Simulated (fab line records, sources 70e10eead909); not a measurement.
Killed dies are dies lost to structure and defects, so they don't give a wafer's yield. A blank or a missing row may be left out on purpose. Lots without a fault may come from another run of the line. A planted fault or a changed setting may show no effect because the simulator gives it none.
Which tool did it? | flow nand_harc | 23 lots, 69 wafers sampled, at 5 steps of a route of 1302

WHAT THE GAUGES READ, wafer by wafer
NHARC_P_M0_INSPECT_27.
lot  | measured     | on                | raw_defect_count
L074 | day 6 02:35  | defect_inspect-02 | 477 206 170
L075 | day 6 16:07  | defect_inspect-02 | 289 278 212
L076 | day 6 19:05  | defect_inspect-02 | 431 358 389
L077 | day 7 13:28  | defect_inspect-01 | 147 230 172
L078 | day 7 17:26  | defect_inspect-01 | 442 453 461
L079 | day 8 03:55  | defect_inspect-01 | 272 337 245
L080 | day 8 16:16  | defect_inspect-01 | 246 332 233
L081 | day 8 22:39  | defect_inspect-01 | 203 191 137
L082 | day 9 16:42  | defect_inspect-02 | 158 138 164
L083 | day 9 22:11  | defect_inspect-01 | 326 559 360
L084 | day 10 05:50 | defect_inspect-02 | 287 380 287
L085 | day 10 18:56 | defect_inspect-02 | 302 427 348
L086 | day 11 05:38 | defect_inspect-01 | 223 428 358
L087 | day 11 14:54 | defect_inspect-01 | 629 304 332
L088 | day 12 11:31 | defect_inspect-01 | 230 234 135
L089 | day 12 14:26 | defect_inspect-02 | 205 192 224
L090 | day 12 21:17 | defect_inspect-01 | 173 230 218
L091 | day 13 05:42 | defect_inspect-02 | 418 265 347
L092 | day 13 18:13 | defect_inspect-02 | 400 213 183
L093 | day 14 07:40 | defect_inspect-01 | 426 415 231
L094 | day 14 18:20 | defect_inspect-02 | 198 258 112
L095 | day 15 17:40 | defect_inspect-01 | 148 384 174
L096 | day 16 02:41 | defect_inspect-01 | 229 237 261

WHICH TOOL RAN EACH LOT (tool, then ch and the chambers of the sampled wafers, then the start)
lot  | NHARC_P_GATE_DESCUM_93             | NHARC_P_CONTACT_ETCH_31                       | NHARC_P_CONTACT_STRIP_28           | NHARC_P_CONTACT_PVD_32
L074 | rie_diel-07 ch 0,3, day 5 15:24    | rie_diel-08 ch 0,1, day 5 20:56 or earlier    | rie_diel-11 ch 0,2,3, day 5 20:56  | pvd_sputter-01, day 6 02:35 or earlier
L075 | rie_diel-01 ch 0,2,3, day 6 04:30  | rie_diel-08 ch 0,1,2, day 6 10:08 or earlier  | rie_diel-11 ch 1,2, day 6 10:08    | pvd_sputter-02, day 6 16:07 or earlier
L076 | rie_diel-02 ch 0,1,2, day 6 07:36  | rie_diel-09 ch 0,2,3, day 6 13:23 or earlier  | rie_diel-09 ch 1,2,3, day 6 13:23  | pvd_sputter-03, day 6 19:05 or earlier
L077 | rie_diel-07 ch 0,2, day 7 01:55    | rie_diel-11 ch 0,1,2, day 7 07:37 or earlier  | rie_diel-08 ch 2,3, day 7 07:37    | pvd_sputter-01, day 7 13:28 or earlier
L078 | rie_diel-02 ch 1,2,3, day 7 06:02  | rie_diel-08 ch 0,2,3, day 7 11:43 or earlier  | rie_diel-11 ch 0,3, day 7 11:43    | pvd_sputter-01, day 7 17:26 or earlier
L079 | rie_diel-01 ch 0,1, day 7 16:43    | rie_diel-09 ch 0,1,3, day 7 22:14 or earlier  | rie_diel-08 ch 1,2,3, day 7 22:14  | pvd_sputter-03, day 8 03:55 or earlier
L080 | rie_diel-01 ch 0,1,2, day 8 04:46  | rie_diel-11 ch 1,2,3, day 8 10:24 or earlier  | rie_diel-08 ch 1,2,3, day 8 10:24  | pvd_sputter-02, day 8 16:16 or earlier
L081 | rie_diel-07 ch 0,1,2, day 8 11:23  | rie_diel-08 ch 1,2,3, day 8 17:00 or earlier  | rie_diel-11 ch 1,2, day 8 17:00    | pvd_sputter-01, day 8 22:39 or earlier
L082 | rie_diel-01 ch 1,2,3, day 9 05:20  | rie_diel-08 ch 0,1, day 9 11:02 or earlier    | rie_diel-09 ch 1,2,3, day 9 11:02  | pvd_sputter-02, day 9 16:42 or earlier
L083 | rie_diel-01 ch 0,2,3, day 9 10:47  | rie_diel-11 ch 0,1,3, day 9 16:33 or earlier  | rie_diel-09 ch 2,3, day 9 16:33    | pvd_sputter-02, day 9 22:11 or earlier
L084 | rie_diel-02 ch 0,1, day 9 18:22    | rie_diel-08 ch 1,2,3, day 10 00:10 or earlier | rie_diel-11 ch 0,2,3, day 10 00:10 | pvd_sputter-03, day 10 05:50 or earlier
L085 | rie_diel-07 ch 0,1, day 10 07:37   | rie_diel-08 ch 1,3, day 10 13:14 or earlier   | rie_diel-11 ch 0,1, day 10 13:14   | pvd_sputter-02, day 10 18:56 or earlier
L086 | rie_diel-02 ch 0,3, day 10 18:08   | rie_diel-09 ch 1,2,3, day 10 23:53 or earlier | rie_diel-11 ch 0,1,2, day 10 23:53 | pvd_sputter-02, day 11 05:38 or earlier
L087 | rie_diel-01 ch 0,2, day 11 03:08   | rie_diel-08 ch 0,1,3, day 11 09:12 or earlier | rie_diel-11 ch 0,3, day 11 09:12   | pvd_sputter-03, day 11 14:54 or earlier
L088 | rie_diel-07 ch 1,2,3, day 11 23:53 | rie_diel-09 ch 0,1,3, day 12 05:23 or earlier | rie_diel-11 ch 0,1,3, day 12 05:23 | pvd_sputter-02, day 12 11:31 or earlier
L089 | rie_diel-02 ch 0,1, day 12 02:42   | rie_diel-09 ch 1,2,3, day 12 08:25 or earlier | rie_diel-11 ch 1,2,3, day 12 08:25 | pvd_sputter-01, day 12 14:26 or earlier
L090 | rie_diel-02 ch 0,2, day 12 10:01   | rie_diel-11 ch 1,3, day 12 15:32 or earlier   | rie_diel-08 ch 0,3, day 12 15:32   | pvd_sputter-03, day 12 21:17 or earlier
L091 | rie_diel-02 ch 0,2, day 12 18:36   | rie_diel-08 ch 0,2,3, day 13 00:08 or earlier | rie_diel-09 ch 1,3, day 13 00:08   | pvd_sputter-03, day 13 05:42 or earlier
L092 | rie_diel-01 ch 1,2, day 13 06:34   | rie_diel-09 ch 0,3, day 13 12:23 or earlier   | rie_diel-11 ch 1,3, day 13 12:23   | pvd_sputter-03, day 13 18:13 or earlier
L093 | rie_diel-07 ch 0,3, day 13 20:28   | rie_diel-08 ch 0,1,3, day 14 02:07 or earlier | rie_diel-11 ch 0,1,2, day 14 02:07 | pvd_sputter-01, day 14 07:40 or earlier
L094 | rie_diel-01 ch 0,1, day 14 06:57   | rie_diel-08 ch 0,3, day 14 12:29 or earlier   | rie_diel-08 ch 1,2, day 14 12:29   | pvd_sputter-01, day 14 18:20 or earlier
L095 | rie_diel-02 ch 2,3, day 15 05:44   | rie_diel-08 ch 2,3, day 15 11:46 or earlier   | rie_diel-11 ch 0,1,3, day 15 11:46 | pvd_sputter-01, day 15 17:40 or earlier
L096 | rie_diel-02 ch 0,2,3, day 15 07:32 | rie_diel-09 ch 0,1, day 15 20:54 or earlier   | rie_diel-11 ch 1,3, day 15 20:54   | pvd_sputter-01, day 16 02:41 or earlier
- NHARC_P_GATE_DESCUM_93: chemistry O2, time 3 s.
- NHARC_P_CONTACT_ETCH_31: etches the open film in CH3F/O2, target depth 30 nm, time 85.7 s.
- NHARC_P_CONTACT_STRIP_28: strips in O2.
- NHARC_P_CONTACT_PVD_32: deposits Ti, target thk 5 nm, time 17.7 s.

WHAT THE TOOLS THEMSELVES READ (means of the sampled wafers that have a number; where no wafer has one, the mark that the record gives instead)
NHARC_P_GATE_DESCUM_93.
lot  | tool        | drypump_motor_current_A (A) | oes_product_au (a.u.) | rf_vpp_V (V) | showerhead_plenum_p_Torr (Torr) | throttle_valve_pct (%)
L074 | rie_diel-07 | 5.5                         | 0.996                 | 57.7         | 1.98                            | 11.306
L075 | rie_diel-01 | 5.6                         | 1.006                 | 56.7         | 1.90                            | 11.304
L076 | rie_diel-02 | 5.9                         | 0.996                 | 57.9         | 1.82                            | 11.315
L077 | rie_diel-07 | 5.7                         | 1.004                 | 57.8         | 2.00                            | 11.311
L078 | rie_diel-02 | 6.0                         | 1.004                 | 57.1         | 1.82                            | 11.322
L079 | rie_diel-01 | 5.8                         | 0.996                 | 57.0         | 1.90                            | 11.305
L080 | rie_diel-01 | 5.5                         | 1.005                 | 58.2         | 1.90                            | 11.302
L081 | rie_diel-07 | 5.6                         | 0.994                 | 58.0         | 1.95                            | 11.313
L082 | rie_diel-01 | 5.5                         | 1.016                 | 57.4         | 1.88                            | 11.297
L083 | rie_diel-01 | 5.7                         | 1.006                 | 57.8         | 1.90                            | 11.314
L084 | rie_diel-02 | 5.7                         | 0.995                 | 57.5         | 1.83                            | 11.310
L085 | rie_diel-07 | 5.4                         | 0.988                 | 57.4         | 1.91                            | 11.312
L086 | rie_diel-02 | 5.9                         | 0.998                 | 56.7         | 1.84                            | 11.315
L087 | rie_diel-01 | 5.5                         | 1.001                 | 57.5         | 1.92                            | 11.299
L088 | rie_diel-07 | 6.0                         | 0.997                 | 57.2         | 1.88                            | 11.308
L089 | rie_diel-02 | 5.7                         | 0.999                 | 58.1         | 1.83                            | 11.311
L090 | rie_diel-02 | 5.9                         | 0.987                 | 57.4         | 1.82                            | 11.312
L091 | rie_diel-02 | 5.8                         | 0.993                 | 57.4         | 1.84                            | 11.318
L092 | rie_diel-01 | 5.3                         | 1.011                 | 57.9         | 1.90                            | 11.314
L093 | rie_diel-07 | 6.0                         | 0.997                 | 58.2         | 1.90                            | 11.304
L094 | rie_diel-01 | 5.5                         | 1.011                 | 57.7         | 1.87                            | 11.320
L095 | rie_diel-02 | 6.1                         | 1.006                 | 57.8         | 1.82                            | 11.324
L096 | rie_diel-02 | 5.9                         | 1.006                 | 56.5         | 1.83                            | 11.307

NHARC_P_CONTACT_ETCH_31.
lot  | tool        | drypump_motor_current_A (A) | oes_product_au (a.u.) | rf_vpp_V (V) | showerhead_plenum_p_Torr (Torr) | throttle_valve_pct (%)
L074 | rie_diel-08 | 5.4                         | 0.982                 | 245.5        | 2.56                            | 20.667
L075 | rie_diel-08 | 5.7                         | 0.974                 | 243.8        | 2.47                            | 20.670
L076 | rie_diel-09 | 5.6                         | 0.988                 | 243.1        | 2.44                            | 20.658
L077 | rie_diel-11 | 5.5                         | 0.977                 | 243.8        | 2.39                            | 20.675
L078 | rie_diel-08 | 6.3                         | 0.992                 | 243.7        | 2.45                            | 20.652
L079 | rie_diel-09 | 5.9                         | 0.978                 | 243.2        | 2.43                            | 20.659
L080 | rie_diel-11 | 5.4                         | 0.972                 | 243.9        | 2.39                            | 20.661
L081 | rie_diel-08 | 6.1                         | 0.985                 | 245.5        | 2.49                            | 20.664
L082 | rie_diel-08 | 5.5                         | 0.986                 | 245.7        | 2.52                            | 20.658
L083 | rie_diel-11 | 5.6                         | 0.977                 | 243.2        | 2.37                            | 20.666
L084 | rie_diel-08 | 6.1                         | 0.980                 | 244.4        | 2.49                            | 20.661
L085 | rie_diel-08 | 5.8                         | 0.964                 | 245.0        | 2.58                            | 20.666
L086 | rie_diel-09 | 5.5                         | 0.983                 | 243.2        | 2.34                            | 20.657
L087 | rie_diel-08 | 5.9                         | 0.941                 | 244.7        | 2.54                            | 20.662
L088 | rie_diel-09 | 5.9                         | 0.975                 | 244.1        | 2.43                            | 20.660
L089 | rie_diel-09 | 5.4                         | 0.987                 | 242.3        | 2.34                            | 20.671
L090 | rie_diel-11 | 5.6                         | 0.981                 | 242.6        | 2.35                            | 20.659
L091 | rie_diel-08 | 6.2                         | 0.988                 | 243.8        | 2.45                            | 20.663
L092 | rie_diel-09 | 6.0                         | 0.965                 | 243.9        | 2.44                            | 20.665
L093 | rie_diel-08 | 5.9                         | 0.975                 | 245.7        | 2.54                            | 20.657
L094 | rie_diel-08 | 6.4                         | 0.948                 | 245.0        | 2.53                            | 20.658
L095 | rie_diel-08 | 6.6                         | 0.953                 | 244.5        | 2.47                            | 20.655
L096 | rie_diel-09 | 6.1                         | 0.954                 | 245.0        | 2.51                            | 20.664

NHARC_P_CONTACT_STRIP_28.
lot  | tool        | drypump_motor_current_A (A) | oes_product_au (a.u.) | rf_vpp_V (V) | showerhead_plenum_p_Torr (Torr) | throttle_valve_pct (%)
L074 | rie_diel-11 | 5.4                         | 0.996                 | 57.5         | 3.46                            | 17.032
L075 | rie_diel-11 | 5.3                         | 0.997                 | 56.8         | 3.45                            | 17.032
L076 | rie_diel-09 | 5.4                         | 0.995                 | 57.2         | 3.37                            | 17.044
L077 | rie_diel-08 | 6.6                         | 1.004                 | 58.1         | 3.55                            | 17.040
L078 | rie_diel-11 | 5.6                         | 0.992                 | 57.6         | 3.44                            | 17.044
L079 | rie_diel-08 | 6.1                         | 1.001                 | 58.0         | 3.57                            | 17.034
L080 | rie_diel-08 | 6.1                         | 1.013                 | 57.4         | 3.57                            | 17.043
L081 | rie_diel-11 | 5.6                         | 1.000                 | 58.0         | 3.39                            | 17.024
L082 | rie_diel-09 | 5.5                         | 1.009                 | 57.1         | 3.37                            | 17.044
L083 | rie_diel-09 | 5.6                         | 1.008                 | 56.8         | 3.38                            | 17.041
L084 | rie_diel-11 | 5.3                         | 0.995                 | 58.1         | 3.46                            | 17.036
L085 | rie_diel-11 | 5.8                         | 0.992                 | 57.2         | 3.36                            | 17.033
L086 | rie_diel-11 | 5.5                         | 0.991                 | 58.9         | 3.42                            | 17.039
L087 | rie_diel-11 | 5.4                         | 0.992                 | 57.4         | 3.44                            | 17.040
L088 | rie_diel-11 | 5.6                         | 1.001                 | 57.7         | 3.40                            | 17.036
L089 | rie_diel-11 | 5.4                         | 1.000                 | 57.8         | 3.43                            | 17.027
L090 | rie_diel-08 | 6.5                         | 0.999                 | 57.8         | 3.62                            | 17.045
L091 | rie_diel-09 | 5.8                         | 0.993                 | 58.3         | 3.37                            | 17.036
L092 | rie_diel-11 | 5.6                         | 0.990                 | 57.2         | 3.37                            | 17.043
L093 | rie_diel-11 | 5.6                         | 1.007                 | 57.8         | 3.42                            | 17.032
L094 | rie_diel-08 | 5.5                         | 0.989                 | 57.2         | 3.59                            | 17.038
L095 | rie_diel-11 | 5.6                         | 1.006                 | 56.8         | 3.40                            | 17.049
L096 | rie_diel-11 | 5.6                         | 0.994                 | 58.0         | 3.37                            | 17.033

NHARC_P_CONTACT_PVD_32.
lot  | tool           | chamber_pressure_pa (Pa) | throttle_valve_pct (%)
L074 | pvd_sputter-01 | 4.997                    | 29.6
L075 | pvd_sputter-02 | 5.006                    | 29.9
L076 | pvd_sputter-03 | 5.004                    | 30.6
L077 | pvd_sputter-01 | 4.997                    | 29.5
L078 | pvd_sputter-01 | 5.004                    | 29.2
L079 | pvd_sputter-03 | 5.009                    | 30.5
L080 | pvd_sputter-02 | 5.001                    | 29.1
L081 | pvd_sputter-01 | 4.998                    | 29.1
L082 | pvd_sputter-02 | 5.005                    | 29.1
L083 | pvd_sputter-02 | 4.997                    | 29.9
L084 | pvd_sputter-03 | 5.004                    | 29.7
L085 | pvd_sputter-02 | 5.002                    | 29.0
L086 | pvd_sputter-02 | 4.997                    | 29.1
L087 | pvd_sputter-03 | 5.005                    | 30.1
L088 | pvd_sputter-02 | 4.995                    | 29.3
L089 | pvd_sputter-01 | 5.004                    | 29.8
L090 | pvd_sputter-03 | 5.001                    | 29.9
L091 | pvd_sputter-03 | 4.997                    | 30.6
L092 | pvd_sputter-03 | 4.994                    | 30.0
L093 | pvd_sputter-01 | 5.003                    | 29.2
L094 | pvd_sputter-01 | 5.002                    | 29.8
L095 | pvd_sputter-01 | 4.997                    | 29.5
L096 | pvd_sputter-01 | 5.001                    | 29.3

THE ANSWER, worked out from the rows above alone
Rule: what is usual is taken from the lots themselves. Put in order of their means at a reading, lots are off if they are a third of the lots or fewer, leave a main group of 4 or more, and stand apart from it by a gap of 3 or more times the standard deviation of the main group's means; of several such gaps the widest counts. A main group whose means are all the same, to the digits that the tables above print for the reading, isn't used. A lot without any number at a reading at which 4 lots or more have one is off too. The other lots that the step has rows for count as sound. The gauges are gone through in route order, then the tools' own readings, and for those a lot's mean is taken as printed above. The first step at which some lot is off is used, and at that step the reading that is off furthest; a lot without a number counts as furthest.
No lot is off at any reading shown: from this, nothing can be told.

WHAT THE SIMULATOR HAD PUT IN
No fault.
